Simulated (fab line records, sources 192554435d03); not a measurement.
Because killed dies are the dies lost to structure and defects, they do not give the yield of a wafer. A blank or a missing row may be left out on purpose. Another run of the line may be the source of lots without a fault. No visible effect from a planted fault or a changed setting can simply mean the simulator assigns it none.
Matching of chambers :: flow n5Finfet :: N5_BEOL_M6_CURE_75 on uvCure-02 has 3 sister chambers
The step cures SiCOH lowk, time 120 s. 6 wafers are shown with their chamber, then 12 later ones without.

WAFERS PAIRED WITH THEIR CHAMBERS
wafer: L085.2
chamber: 1
wafer_temp_C_max: 371.3
lampPowerPct (%): 52.34

wafer: L085.3
chamber: 1
wafer_temp_C_max: 371.9
lampPowerPct (%): 52.24

wafer: L086.5
chamber: 2
wafer_temp_C_max: 371.6
lampPowerPct (%): 52.32

wafer: L086.6
chamber: 2
wafer_temp_C_max: 372.2
lampPowerPct (%): 52.41

wafer: L089.2
chamber: 0
wafer_temp_C_max: 372.3
lampPowerPct (%): 52.26

wafer: L089.6
chamber: 0
wafer_temp_C_max: 371.4
lampPowerPct (%): 52.44

WAFERS WITH NO CHAMBER GIVEN
wafer: L092.1
wafer_temp_C_max: 371.7
lampPowerPct (%): 52.25

wafer: L092.2
wafer_temp_C_max: 371.9
lampPowerPct (%): 52.34

wafer: L092.5
wafer_temp_C_max: 372.3
lampPowerPct (%): 52.38

wafer: L093.1
wafer_temp_C_max: 371.4
lampPowerPct (%): 52.34

wafer: L093.2
wafer_temp_C_max: 371.6
lampPowerPct (%): 52.24

wafer: L093.5
wafer_temp_C_max: 371.1
lampPowerPct (%): 52.20

wafer: L094.1
wafer_temp_C_max: 371.0
lampPowerPct (%): 52.27

wafer: L094.2
wafer_temp_C_max: 371.4
lampPowerPct (%): 52.42

wafer: L094.4
wafer_temp_C_max: 371.3
lampPowerPct (%): 52.24

wafer: L097.1
wafer_temp_C_max: 371.3
lampPowerPct (%): 52.26

wafer: L097.4
wafer_temp_C_max: 371.5
lampPowerPct (%): 52.37

wafer: L097.6
wafer_temp_C_max: 371.4
lampPowerPct (%): 52.30

EACH ONE'S CHAMBER
wafer: L092.1
from the rows above: can't be placed: 1 or 0 or 2
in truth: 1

wafer: L092.2
from the rows above: can't be placed: 0 or 2 or 1
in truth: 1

wafer: L092.5
from the rows above: can't be placed: 2 or 0 or 1
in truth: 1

wafer: L093.1
from the rows above: can't be placed: 1 or 0 or 2
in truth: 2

wafer: L093.2
from the rows above: can't be placed: 1 or 0 or 2
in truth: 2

wafer: L093.5
from the rows above: can't be placed: 1 or 0 or 2
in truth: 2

wafer: L094.1
from the rows above: can't be placed: 1 or 0 or 2
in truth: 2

wafer: L094.2
from the rows above: can't be placed: 2 or 0 or 1
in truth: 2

wafer: L094.4
from the rows above: can't be placed: 1 or 0 or 2
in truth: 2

wafer: L097.1
from the rows above: can't be placed: 1 or 0 or 2
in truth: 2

wafer: L097.4
from the rows above: can't be placed: 0 or 2 or 1
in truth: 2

wafer: L097.6
from the rows above: can't be placed: 1 or 0 or 2
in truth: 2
Correctly placed: 0 of 12. From these rows, 12 cannot be placed; in 12 the true chamber is one of the candidates. Wrongly placed: 0.
How it was worked out, from the rows above alone: a wafer's distance from a chamber is the root of the sum, over the readings, of the square of ((its reading less the chamber's mean) divided by the reading's scatter). If the next closest chamber is less than 2 further off than the closest, the wafer can't be placed; otherwise it belongs to the closest. For every chamber, the mean is computed from those of its wafers that are shown. How the scatter is found: for the shown wafers, subtract from each reading the mean of its chamber, square and add these, divide the total by (wafers less chambers), then take the root.
